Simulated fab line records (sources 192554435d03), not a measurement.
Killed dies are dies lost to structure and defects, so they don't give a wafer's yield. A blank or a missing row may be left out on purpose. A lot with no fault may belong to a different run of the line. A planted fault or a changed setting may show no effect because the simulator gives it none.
fab line records    flow n5-finfet
record lots=7  wafers=39
route steps=1938 shown BEOL_M8@1377 BEOL_M9@1417 BEOL_M14@1762 PASS1_CAP@1874
start-h: the number of hours between the record's first day and the start of the first shown wafer of the lot    wait-h: hours since the lot's step before    " unchanged from the row above    L1.1+2: one row covering several wafers at once    - no value, or no start given    * or withheld: withheld    < > ~ a bound
route shown NAME@n: names a module that has steps shown in the file, with the first one's number in the route    usual: the fault-free wafers' mean and standard deviation    same: alike in all rows    chamber/n: place in a boat    sites: the reading at each site    _std_site: how widely they spread, as a standard deviation    _edge_site: outer sites' mean less inner sites'    radius-mm: how far each site lies from the wafer's centre    mask NAME#n: copy n    behind: tool/chamber where the wafer was last shaped    hold: cause of the lot's hold/its duration in hours/its outcome    device: which transistor (n, p or np) failed to switch    end of line: tests of these same wafers at the route's end    a step with no rows: only its recipe    killed: dies that structure and defects cost at the first sort, which is not the same as the wafer's yield    map: per-die view of a wafer (x killed, . not killed, _ where there is no die)
set.NAME: the setting that was run; set.NAME@STEP: the one run at that earlier step    model.NAME: the simulator's own value behind a step, which no gauge read
one table per step and one row per wafer, for lots whose settings were changed on purpose
## steps
# step N5_BEOL_M8_TRENCH_ETCH_37
# recipe chemistry=C4F6/O2  target-depth-a=934.78  target=SiCOH_lowk  time-s=31.2  ion-energy-ev=250  pressure-mtorr=30  source-w=345  bias-w=185  Ar_flow_sccm=300  C4F6_flow_sccm=10  O2_flow_sccm=10
lot.wafer  tool         chamber  start-h  wait-h  set.time-s  model.etch.depth-nm  model.BEOL_M8.feature-depth-nm  model.TiN_of_BEOL_M8_HM_DEP_02.thk-nm
L079.1     rie-diel-04  0        -        -       31.2        94.95                95                              17.6
L079.2     "            3        "        "       31.2        94.83                94.8                            17.2
L079.3     "            1        "        "       31.2        97.22                97.2                            17.6
L079.4     "            0        "        "       31.2        95.11                95.2                            17
L079.5     "            1        "        "       31.2        96.75                96.8                            17.6
L079.6     "            3        "        "       31.2        93.71                93.8                            17.6
L082.1     rie-diel-03  1        -        -       31.2        93.64                93.6                            17.2
L082.2     "            0        "        "       31.2        93.32                93.4                            17.4
L082.3     "            3        "        "       31.2        93.01                93                              17.6
L082.4     "            2        "        "       31.2        93.13                93.2                            17.4
L082.5     "            0        "        "       31.2        93.66                93.6                            17.2
L082.6     "            1        "        "       31.2        93.3                 93.4                            17.2
L083.1     rie-diel-03  1        -        -       23.15       69.07                69                              17.6
L083.2     "            0        "        "       23.15       70.29                70.2                            17.8
L083.3     "            3        "        "       31.2        94.17                94.2                            17.4
L083.4     "            2        "        "       31.2        93.93                94                              16.8
L083.5     "            0        "        "       31.2        94.43                94.4                            17.2
L083.6     "            1        "        "       23.15       68.97                69                              17.6
L081.1     rie-diel-03  0        -        -       31.2        93.34                93.4                            17
L081.2     "            2        "        "       31.2        93.62                93.6                            16.8
L081.4     "            3        "        "       31.2        92.71                92.8                            17.2
L085.1     rie-diel-03  0        -        -       45.52       138.3                138.4                           16.4
L085.2     "            2        "        "       45.52       136                  136                             16.4
L085.3     "            3        "        "       31.2        93.2                 93.2                            17.8
L085.4     "            1        "        "       31.2        92.03                92                              17.8
L085.5     "            1        "        "       45.52       134.8                134.8                           16.4
L085.6     "            0        "        "       31.2        94                   94                              17.8
L091.1     rie-diel-02  1        -        -       43.28       127.2                127.2                           16.4
L091.2     "            2        "        "       43.28       132.2                132.2                           16.4
L091.3     "            3        "        "       31.2        95.08                95                              17.4
L091.4     "            3        "        "       43.28       132.5                132.4                           16.4
L091.5     "            1        "        "       31.2        92.6                 92.6                            17.6
L091.6     "            2        "        "       31.2        95.07                95                              17.4
L095.1     rie-diel-02  0        -        -       31.2        92.25                92.2                            17.4
L095.2     "            1        "        "       31.2        91.02                91                              17.4
L095.3     "            2        "        "       23.9        71.6                 71.6                            17.8
L095.4     "            3        "        "       23.9        71.8                 71.8                            17.8
L095.5     "            0        "        "       23.9        69.76                69.8                            18.2
L095.6     "            3        "        "       31.2        93.83                93.8                            17.2
# step N5_BEOL_M8_ETCH_41
# recipe chemistry=CH3F/O2  target=SiCN  target-depth-a=319  taper-deg=2  time-s=57.8  ion-energy-ev=120  mask-material=TiN  pressure-mtorr=30  source-w=395  bias-w=75  Ar_flow_sccm=150  CH3F_flow_sccm=30  O2_flow_sccm=20
# step N5_BEOL_M8_STRIP_80
# recipe chemistry=N2/H2  time-s=10  power-w=450  temp-c=40  pressure-mtorr=20  rf-frequency-hz=6e+07  bias-power-w=7  n2-flow-sccm=200  h2-flow-sccm=200
# step N5_BEOL_M8_OCD_MEAS_38
# usual trench-depth-nm=93.6/1.5
lot.wafer  tool    chamber  start-h  wait-h  set.time-s@BEOL_M8_TRENCH_ETCH_37  trench-depth-nm
L079.1     ocd-01  -        245.13   -       31.2                               94.8
L079.2     "       -        "        "       31.2                               95.2
L079.3     "       -        "        "       31.2                               96.6
L079.4     "       -        "        "       31.2                               95.2
L079.5     "       -        "        "       31.2                               96.6
L079.6     "       -        "        "       31.2                               93.3
L082.1     ocd-01  -        245.73   -       31.2                               93.4
L082.2     "       -        "        "       31.2                               93.2
L082.3     "       -        "        "       31.2                               93.3
L082.4     "       -        "        "       31.2                               92.9
L082.5     "       -        "        "       31.2                               93.8
L082.6     "       -        "        "       31.2                               93.6
L083.1     ocd-02  -        247.79   -       23.15                              69.3
L083.2     "       -        "        "       23.15                              70.3
L083.3     "       -        "        "       31.2                               94.1
L083.4     "       -        "        "       31.2                               93.2
L083.5     "       -        "        "       31.2                               94.7
L083.6     "       -        "        "       23.15                              68.9
L081.1     ocd-02  -        254.34   -       31.2                               93.0
L081.2     "       -        "        "       31.2                               93.4
L081.4     "       -        "        "       31.2                               92.8
L085.1     ocd-01  -        279.74   -       45.52                              138.2
L085.2     "       -        "        "       45.52                              136.3
L085.3     "       -        "        "       31.2                               93.2
L085.4     "       -        "        "       31.2                               92.4
L085.5     "       -        "        "       45.52                              134.8
L085.6     "       -        "        "       31.2                               94.0
L091.1     ocd-01  -        317.76   -       43.28                              126.8
L091.2     "       -        "        "       43.28                              132.6
L091.3     "       -        "        "       31.2                               95.2
L091.4     "       -        "        "       43.28                              132.3
L091.5     "       -        "        "       31.2                               92.8
L091.6     "       -        "        "       31.2                               94.6
L095.1     ocd-01  -        338.43   -       31.2                               93.1
L095.2     "       -        "        "       31.2                               91.5
L095.3     "       -        "        "       23.9                               71.6
L095.4     "       -        "        "       23.9                               72.0
L095.5     "       -        "        "       23.9                               69.6
L095.6     "       -        "        "       31.2                               94.3
# step N5_BEOL_M8_HM_STRIP_39
# recipe chemistry=peroxide-tin-strip  material=TiN  target-depth-a=250  temp-c=50  time-s=158
# step N5_BEOL_M8_SRD_40
# recipe time-s=30  temp-c=23  rinse-liquid=diw  dry=ipa-marangoni
# step N5_BEOL_M8_ECD_50
# recipe material=Cu  target-thk-a=3000
# step N5_BEOL_M8_ANNEAL_51
# recipe temp-c=225  time-s=90  ambient=N2
# step N5_BEOL_M8_CMP_52
# recipe stop-on=SiCOH_lowk  t-overpolish-s=6.9  down-force-psi=1  platen-rpm=50  clearing-platen-down-force-psi=1.5  clearing-platen-rpm=50  post-cmp-clean=cu-alkaline  target-thk-nm=80  clearing-platen-pad-velocity-m-s=0.99484  pad-velocity-m-s=0.99484
lot.wafer  tool    chamber  start-h  wait-h  set.time-s@BEOL_M8_TRENCH_ETCH_37  model.Cu_of_BEOL_M8_ECD_50.thk-nm
L079.4     cmp-01  2        247.54   0.1     31.2                               81.4
L079.1     "       3        "        "       31.2                               80.8
L079.2     "       0        "        "       31.2                               82.2
L079.3     "       1        "        "       31.2                               85.2
L079.5     "       2        "        "       31.2                               84.4
L079.6     "       3        "        "       31.2                               80.4
L082.4+1   cmp-04  0,1      248.54   0.1     31.2                               80.2
L082.3+2   "       2,3      "        "       31.2                               79.6
L082.6     "       0        "        "       31.2                               81.2
L082.5     "       1        "        "       31.2                               79.8
L083.3     cmp-04  3        249.94   0.2     31.2                               81.8
L083.4     "       0        "        "       31.2                               83.4
L083.2     "       1        "        "       23.15                              56.6
L083.1     "       2        "        "       23.15                              58
L083.5     "       3        "        "       31.2                               83.2
L083.6     "       0        "        "       23.15                              59
L081.2     cmp-01  1        257.30   0.2     31.2                               79.4
L081.4     "       2        "        "       31.2                               77.8
L081.1     "       0        "        "       31.2                               80.2
L085.3     cmp-04  2        281.93   0.2     31.2                               79.8
L085.1     "       3        "        "       45.52                              124.6
L085.2     "       0        "        "       45.52                              123
L085.4     "       1        "        "       31.2                               77.8
L085.5     "       2        "        "       45.52                              122
L085.6     "       3        "        "       31.2                               80
L091.1     cmp-01  1        320.00   0.3     43.28                              114.4
L091.4     "       2        "        "       43.28                              119.8
L091.3     "       3        "        "       31.2                               80.6
L091.2     "       0        "        "       43.28                              118.8
L091.6     "       1        "        "       31.2                               82.2
L091.5     "       2        "        "       31.2                               79.4
L095.3     cmp-04  1        340.12   0.2     23.9                               58.2
L095.4     "       2        "        "       23.9                               60
L095.1     "       3        "        "       31.2                               79.4
L095.2     "       0        "        "       31.2                               78.4
L095.5     "       1        "        "       23.9                               57.4
L095.6     "       2        "        "       31.2                               80.8
# step N5_BEOL_M8_THK_MEAS_53
# recipe thk-meas-gauge=xrf  reads=Cu_of_BEOL_M8_ECD_50
# usual M8_THK=79.2/2
lot.wafer  tool           chamber  start-h  wait-h  set.time-s@BEOL_M8_TRENCH_ETCH_37  M8_THK[nm]
L079.1     film-metro-01  -        247.83   -       31.2                               79.3
L079.2     "              -        "        "       31.2                               81.1
L079.3     "              -        "        "       31.2                               84.1
L079.4     "              -        "        "       31.2                               80.0
L079.5     "              -        "        "       31.2                               83.2
L079.6     "              -        "        "       31.2                               79.3
L082.1     film-metro-02  -        248.83   -       31.2                               78.8
L082.2     "              -        "        "       31.2                               78.7
L082.3     "              -        "        "       31.2                               78.7
L082.4     "              -        "        "       31.2                               78.5
L082.5     "              -        "        "       31.2                               78.5
L082.6     "              -        "        "       31.2                               80.1
L083.1     film-metro-01  -        250.23   -       23.15                              57.2
L083.2     "              -        "        "       23.15                              55.7
L083.3     "              -        "        "       31.2                               80.9
L083.4     "              -        "        "       31.2                               81.9
L083.5     "              -        "        "       31.2                               81.9
L083.6     "              -        "        "       23.15                              58.2
L081.1     film-metro-01  -        257.60   -       31.2                               78.2
L081.2     "              -        "        "       31.2                               77.7
L081.4     "              -        "        "       31.2                               76.6
L085.1     film-metro-01  -        282.22   -       45.52                              121.7
L085.2     "              -        "        "       45.52                              120.3
L085.3     "              -        "        "       31.2                               78.2
L085.4     "              -        "        "       31.2                               76.4
L085.5     "              -        "        "       45.52                              119.7
L085.6     "              -        "        "       31.2                               78.4
L091.1     film-metro-02  -        320.29   -       43.28                              113.9
L091.2     "              -        "        "       43.28                              118.4
L091.3     "              -        "        "       31.2                               80.3
L091.4     "              -        "        "       43.28                              119.4
L091.5     "              -        "        "       31.2                               78.9
L091.6     "              -        "        "       31.2                               82.0
L095.1     film-metro-01  -        340.42   -       31.2                               78.2
L095.2     "              -        "        "       31.2                               77.1
L095.3     "              -        "        "       23.9                               57.2
L095.4     "              -        "        "       23.9                               58.9
L095.5     "              -        "        "       23.9                               56.6
L095.6     "              -        "        "       31.2                               79.1
# step N5_BEOL_M8_PRE_CLEAN_55
# recipe gas=NH3  time-s=15  temp-c=withheld  rf-power-w=300
# step N5_BEOL_M8_DEP_56
# recipe material=SiCN  target-thk-a=100  temp-c=withheld  precursor=3MS/NH3  pressure-torr=3  rf-w=202  time-s=17.5
# step N5_BEOL_M8_RS_MEAS_57
# recipe thk-meas-gauge=four-point-probe  reads=Cu_of_BEOL_M8_ECD_50+Co_of_BEOL_M8_CVD_78+TaN_of_BEOL_M8_ALD_77
# usual M8_RS=0.286/0.0081
lot.wafer  tool           chamber  start-h  wait-h  set.time-s@BEOL_M8_TRENCH_ETCH_37  M8_RS[ohm/sq]
L079.1     film-metro-02  -        247.96   0.1     31.2                               0.283
L079.2     "              -        "        "       31.2                               0.277
L079.3     "              -        "        "       31.2                               0.266
L079.4     "              -        "        "       31.2                               0.280
L079.5     "              -        "        "       31.2                               0.269
L079.6     "              -        "        "       31.2                               0.284
L082.1     film-metro-02  -        248.96   0.1     31.2                               0.285
L082.2     "              -        "        "       31.2                               0.287
L082.3     "              -        "        "       31.2                               0.288
L082.4     "              -        "        "       31.2                               0.285
L082.5     "              -        "        "       31.2                               0.287
L082.6     "              -        "        "       31.2                               0.281
L083.1     film-metro-01  -        250.36   0.1     23.15                              0.422
L083.2     "              -        "        "       23.15                              0.433
L083.3     "              -        "        "       31.2                               0.279
L083.4     "              -        "        "       31.2                               0.274
L083.5     "              -        "        "       31.2                               0.273
L083.6     "              -        "        "       23.15                              0.413
L081.1     film-metro-01  -        257.73   0.1     31.2                               0.285
L081.2     "              -        "        "       31.2                               0.288
L081.4     "              -        "        "       31.2                               0.295
L085.1     film-metro-01  -        282.35   0.1     45.52                              0.173
L085.2     "              -        "        "       45.52                              0.175
L085.3     "              -        "        "       31.2                               0.287
L085.4     "              -        "        "       31.2                               0.295
L085.5     "              -        "        "       45.52                              0.177
L085.6     "              -        "        "       31.2                               0.287
L091.1     film-metro-02  -        320.46   0.1     43.28                              0.190
L091.2     "              -        "        "       43.28                              0.182
L091.3     "              -        "        "       31.2                               0.284
L091.4     "              -        "        "       43.28                              0.180
L091.5     "              -        "        "       31.2                               0.289
L091.6     "              -        "        "       31.2                               0.277
L095.1     film-metro-01  -        340.55   0.1     31.2                               0.289
L095.2     "              -        "        "       31.2                               0.294
L095.3     "              -        "        "       23.9                               0.418
L095.4     "              -        "        "       23.9                               0.403
L095.5     "              -        "        "       23.9                               0.426
L095.6     "              -        "        "       31.2                               0.283
# step N5_BEOL_M9_DESCUM_16
# recipe chemistry=O2  time-s=7.9  source-power-w=50  bias-power-w=20  pressure-mtorr=20  rf-frequency-hz=2.712e+07  temp-c=40  resist=CAR-ArF  o2-flow-sccm=225
lot.wafer     tool         chamber  start-h  wait-h  set.time-s  model.CAR-ArF_of_BEOL_M9_COAT_05.thk-nm
L079.1+4+6    rie-diel-05  2,3,3    249.30   0.0     10.33       82
L079.2+5      "            1,2      "        "       7.9         83.6
L079.3        "            0        "        "       7.9         83.8
L082.1        rie-diel-01  2        253.42   0.8     7.9         83.4
L082.2+3+5+6  "            3,0,0,3  "        "       7.9         83.6
L082.4        "            1        "        "       7.9         83.2
L083.1+3      rie-diel-06  2,3      253.93   0.9     7.9         83.8
L083.2+4+5    "            0,1,3    "        "       11.8        81.4
L083.6        "            0        "        "       7.9         83.6
L081.1+2      rie-diel-01  1,3      261.57   0.5     7.9         83.8
L081.4        "            0        "        "       7.9         83.6
L085.1        rie-diel-06  0        285.22   0.0     10.46       82.2
L085.2        "            3        "        "       10.46       82
L085.3        "            1        "        "       10.46       82.4
L085.4        "            2        "        "       7.9         83.8
L085.5+6      "            2,3      "        "       7.9         83.4
L091.1+5      rie-diel-01  2        323.11   0.4     4.938       85.2
L091.2        "            3        "        "       7.9         83.6
L091.3+6      "            0,1      "        "       7.9         83.4
L091.4        "            1        "        "       4.938       85.4
L095.1        rie-diel-01  3        343.02   0.7     6.41        84.8
L095.2        "            1        "        "       7.9         83.4
L095.3        "            2        "        "       7.9         83.8
L095.4+5      "            0        "        "       6.41        84.6
L095.6        "            3        "        "       7.9         83.6
# step N5_BEOL_M9_ETCH_61
# recipe chemistry=CF4  target=SiARC  target-depth-a=390  mask-material=CAR-ArF  time-s=65  ion-energy-ev=80  pressure-mtorr=40  source-w=545  bias-w=36  Ar_flow_sccm=100  cf4-flow-sccm=100  ends=cleared
lot.wafer   tool         chamber  start-h  wait-h  set.time-s@BEOL_M9_DESCUM_16  model.CAR-ArF_of_BEOL_M9_COAT_05.thk-nm
L079.1+6    rie-diel-05  2,3      249.33   0.0     10.33                         54
L079.2+5    "            1,2      "        "       7.9                           55.6
L079.3      "            0        "        "       7.9                           55.8
L079.4      "            3        "        "       10.33                         54.2
L082.1      rie-diel-01  2        253.45   0.0     7.9                           55.4
L082.2+3+5  "            3,0,0    "        "       7.9                           55.8
L082.4      "            1        "        "       7.9                           55.2
L082.6      "            3        "        "       7.9                           55.6
L083.1      rie-diel-06  2        253.97   0.0     7.9                           55.8
L083.2+5    "            0,3      "        "       11.8                          53.6
L083.3      "            3        "        "       7.9                           56
L083.4      "            1        "        "       11.8                          53.4
L083.6      "            0        "        "       7.9                           55.6
L081.1+4    rie-diel-01  1,0      261.61   0.0     7.9                           55.6
L081.2      "            3        "        "       7.9                           55.8
L085.1      rie-diel-06  0        285.25   0.0     10.46                         54.2
L085.2      "            3        "        "       10.46                         54
L085.3      "            1        "        "       10.46                         54.4
L085.4      "            2        "        "       7.9                           55.8
L085.5+6    "            2,3      "        "       7.9                           55.4
L091.1+4+5  rie-diel-01  2,1,2    323.15   0.0     4.938                         57.2
L091.2      "            3        "        "       7.9                           55.6
L091.3+6    "            0,1      "        "       7.9                           55.4
L095.1      rie-diel-01  3        343.05   0.0     6.41                          56.8
L095.2      "            1        "        "       7.9                           55.4
L095.3      "            2        "        "       7.9                           55.8
L095.4+5    "            0        "        "       6.41                          56.6
L095.6      "            3        "        "       7.9                           55.6
# step N5_BEOL_M14_SPUTTER_43
# recipe material=TaN  target-thk-a=150  temp-c=50  bias-v=168.6  power-w=15000  chamber-pressure-pa=0.12  time-s=24.19
lot.wafer     tool            chamber  start-h  wait-h  set.target-thk-a  model.TaN_of_BEOL_M14_SPUTTER_43.thk-nm
L079.1        pvd-sputter-03  -        289.47   0.0     173.3             17.8
L079.2        "               -        "        "       150               15.2
L079.3+4      "               -        "        "       150               15.4
L079.5+6      "               -        "        "       173.3             17.6
L083.1+3+5    pvd-sputter-03  -        295.64   0.0     150               15
L083.2        "               -        "        "       186.3             18.6
L083.4        "               -        "        "       186.3             18.4
L083.6        "               -        "        "       186.3             18.8
L082.1+5      pvd-sputter-03  -        300.48   0.0     150               15.2
L082.2+3+4+6  "               -        "        "       150               15
L081.1+2      pvd-sputter-02  -        302.77   0.0     150               14.6
L081.4        "               -        "        "       150               14.8
L085.1        pvd-sputter-02  -        330.17   0.0     150               15.2
L085.2+5      "               -        "        "       93.36             9.4
L085.3        "               -        "        "       150               15.4
L085.4        "               -        "        "       150               15
L085.6        "               -        "        "       93.36             9.6
L091.1        pvd-sputter-03  -        363.96   0.0     176.4             17.6
L091.2+5      "               -        "        "       150               15.2
L091.3+4      "               -        "        "       176.4             17.8
L091.6        "               -        "        "       150               15
L095.1+2+3    pvd-sputter-01  -        384.34   0.0     231.8             23.6
L095.4        "               -        "        "       150               15.2
L095.5+6      "               -        "        "       150               15.4
# step N5_BEOL_M14_SPUTTER_44
# recipe material=Ta  target-thk-a=150  temp-c=50  bias-v=80  power-w=15000  chamber-pressure-pa=0.07  time-s=24.19
# step N5_BEOL_M14_SPUTTER_45
# recipe material=Cu  target-thk-a=1000  temp-c=-20  bias-v=60  power-w=26000  chamber-pressure-pa=0.13  time-s=16.67
# step N5_BEOL_M14_ECD_47
# recipe material=Cu  target-thk-a=12480
# step N5_BEOL_M14_ANNEAL_48
# recipe temp-c=225  time-s=90  ambient=N2
# step N5_BEOL_M14_CMP_49
# recipe stop-on=SiO2  t-overpolish-s=5.2  down-force-psi=2  platen-rpm=80  clearing-platen-down-force-psi=2  clearing-platen-rpm=80  post-cmp-clean=cu-alkaline  target-thk-nm=560  clearing-platen-pad-velocity-m-s=1.5917  pad-velocity-m-s=1.5917
# usual barrier-field-endpoint-s=11.45/0.26
lot.wafer  tool    chamber  start-h  wait-h  set.target-thk-a@BEOL_M14_SPUTTER_43  barrier-field-endpoint-s
L079.1     cmp-02  0        290.23   0.3     173.3                                 12.41
L079.2     "       1        "        "       150                                   11.15
L079.4     "       2        "        "       150                                   11.52
L079.3     "       3        "        "       150                                   11.31
L079.5     "       0        "        "       173.3                                 12.12
L079.6     "       1        "        "       173.3                                 11.94
L083.4     cmp-03  2        296.40   0.1     186.3                                 12.68
L083.1     "       3        "        "       150                                   11.71
L083.2     "       0        "        "       186.3                                 12.72
L083.3     "       1        "        "       150                                   11.68
L083.5     "       2        "        "       150                                   11.60
L083.6     "       3        "        "       186.3                                 13.02
L082.1     cmp-01  3        301.46   0.3     150                                   11.07
L082.2     "       0        "        "       150                                   11.35
L082.3     "       1        "        "       150                                   11.23
L082.4     "       2        "        "       150                                   11.22
L082.5     "       3        "        "       150                                   11.37
L082.6     "       0        "        "       150                                   11.23
L081.4     cmp-03  1        303.53   0.1     150                                   11.57
L081.1     "       2        "        "       150                                   11.31
L081.2     "       3        "        "       150                                   11.45
L085.4     cmp-01  2        330.93   0.1     150                                   11.29
L085.1     "       3        "        "       150                                   11.04
L085.3     "       0        "        "       150                                   12.06
L085.2     "       1        "        "       93.36                                 9.39
L085.5     "       2        "        "       93.36                                 9.33
L085.6     "       3        "        "       93.36                                 9.26
L091.2     cmp-01  0        365.00   0.2     150                                   11.38
L091.3     "       1        "        "       176.4                                 12.13
L091.4     "       2        "        "       176.4                                 12.32
L091.1     "       3        "        "       176.4                                 11.79
L091.6     "       0        "        "       150                                   10.99
L091.5     "       1        "        "       150                                   11.18
L095.1     cmp-03  0        385.11   0.3     231.8                                 14.95
L095.2     "       1        "        "       231.8                                 15.24
L095.4     "       2        "        "       150                                   11.84
L095.3     "       3        "        "       231.8                                 15.20
L095.5     "       0        "        "       150                                   11.77
L095.6     "       1        "        "       150                                   11.74
# step N5_PASSIVATION_PECVD_01
# recipe material=SiNx  target-thk-a=2000  temp-c=400  precursor=SiH4/NH3/N2  pressure-torr=4.9  rf-w=1406  time-s=43.2
lot.wafer  tool      chamber  start-h  wait-h  set.time-s  model.SiNx_of_PASSIVATION_PECVD_01.thk-nm
L079.1     pecvd-02  1        304.90   0.0     43.2        195.8
L079.2     "         2        "        "       43.2        195.6
L079.3     "         0        "        "       43.2        198.6
L079.4     "         1        "        "       43.2        200
L079.5     "         2        "        "       43.2        198.4
L079.6     "         0        "        "       43.2        200.6
L083.1     pecvd-02  1        309.30   0.0     43.2        198.6
L083.2     "         0        "        "       27          123.8
L083.3     "         2        "        "       43.2        196.6
L083.4     "         2        "        "       43.2        199.4
L083.5     "         1        "        "       27          123
L083.6     "         0        "        "       27          126.6
L082.1     pecvd-04  2        314.31   0.0     63.76       290.6
L082.2     "         0        "        "       43.2        197
L082.3     "         2        "        "       63.76       297
L082.4     "         0        "        "       43.2        202.6
L082.5     "         0        "        "       63.76       295
L082.6     "         2        "        "       43.2        200.8
L081.1     pecvd-04  2        316.19   0.0     43.2        199
L081.2     "         0        "        "       43.2        199.6
L081.4     "         0        "        "       43.2        201
L085.1     pecvd-02  2        344.15   0.0     58.96       268.4
L085.2     "         0        "        "       58.96       274.2
L085.3     "         1        "        "       43.2        200.2
L085.4     "         2        "        "       58.96       272.6
L085.5     "         0        "        "       43.2        202.4
L085.6     "         1        "        "       43.2        201.6
L091.1     pecvd-02  1        379.65   0.0     43.2        196.8
L091.2     "         2        "        "       43.2        194.4
L091.3     "         0        "        "       31.02       142.4
L091.4     "         0        "        "       31.02       144.6
L091.5     "         1        "        "       31.02       142
L091.6     "         2        "        "       43.2        198.8
L095.1     pecvd-04  1        395.36   0.0     43.2        199
L095.2     "         2        "        "       43.2        199.2
L095.3     "         0        "        "       43.2        198.2
L095.4     "         0        "        "       43.2        200.8
L095.5     "         2        "        "       43.2        203.8
L095.6     "         1        "        "       43.2        202
## key
split step=N5_BEOL_M8_TRENCH_ETCH_37  setting=time-s  stated=31.2  by=wafer
response step=N5_BEOL_M8_TRENCH_ETCH_37  reading=model.etch.depth-nm  change=+0.941  per=1%  r=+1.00
response step=N5_BEOL_M8_TRENCH_ETCH_37  reading=model.BEOL_M8.feature-depth-nm  change=+0.941  per=1%  r=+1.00
response step=N5_BEOL_M8_TRENCH_ETCH_37  reading=model.TiN_of_BEOL_M8_HM_DEP_02.thk-nm  change=-0.0277  per=1%  r=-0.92
response step=N5_BEOL_M8_OCD_MEAS_38  reading=trench-depth-nm  change=+0.941  per=1%  r=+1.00
response step=N5_BEOL_M8_CMP_52  reading=model.Cu_of_BEOL_M8_ECD_50.thk-nm  change=+0.951  per=1%  r=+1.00
response step=N5_BEOL_M8_THK_MEAS_53  reading=M8_THK  change=+0.936  per=1%  r=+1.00
response step=N5_BEOL_M8_RS_MEAS_57  reading=M8_RS  change=-0.00331  per=1%  r=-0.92
split step=N5_BEOL_M9_DESCUM_16  setting=time-s  stated=7.9  by=wafer
response step=N5_BEOL_M9_DESCUM_16  reading=model.CAR-ArF_of_BEOL_M9_COAT_05.thk-nm  change=-0.048  per=1%  r=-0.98
response step=N5_BEOL_M9_ETCH_61  reading=model.CAR-ArF_of_BEOL_M9_COAT_05.thk-nm  change=-0.0467  per=1%  r=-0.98
split step=N5_BEOL_M14_SPUTTER_43  setting=target-thk-a  stated=150  by=wafer
response step=N5_BEOL_M14_SPUTTER_43  reading=model.TaN_of_BEOL_M14_SPUTTER_43.thk-nm  change=+0.151  per=1%  r=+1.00
response step=N5_BEOL_M14_CMP_49  reading=barrier-field-endpoint-s  change=+0.0577  per=1%  r=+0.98
split step=N5_PASSIVATION_PECVD_01  setting=time-s  stated=43.2  by=wafer
response step=N5_PASSIVATION_PECVD_01  reading=model.SiNx_of_PASSIVATION_PECVD_01.thk-nm  change=+1.95  per=1%  r=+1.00
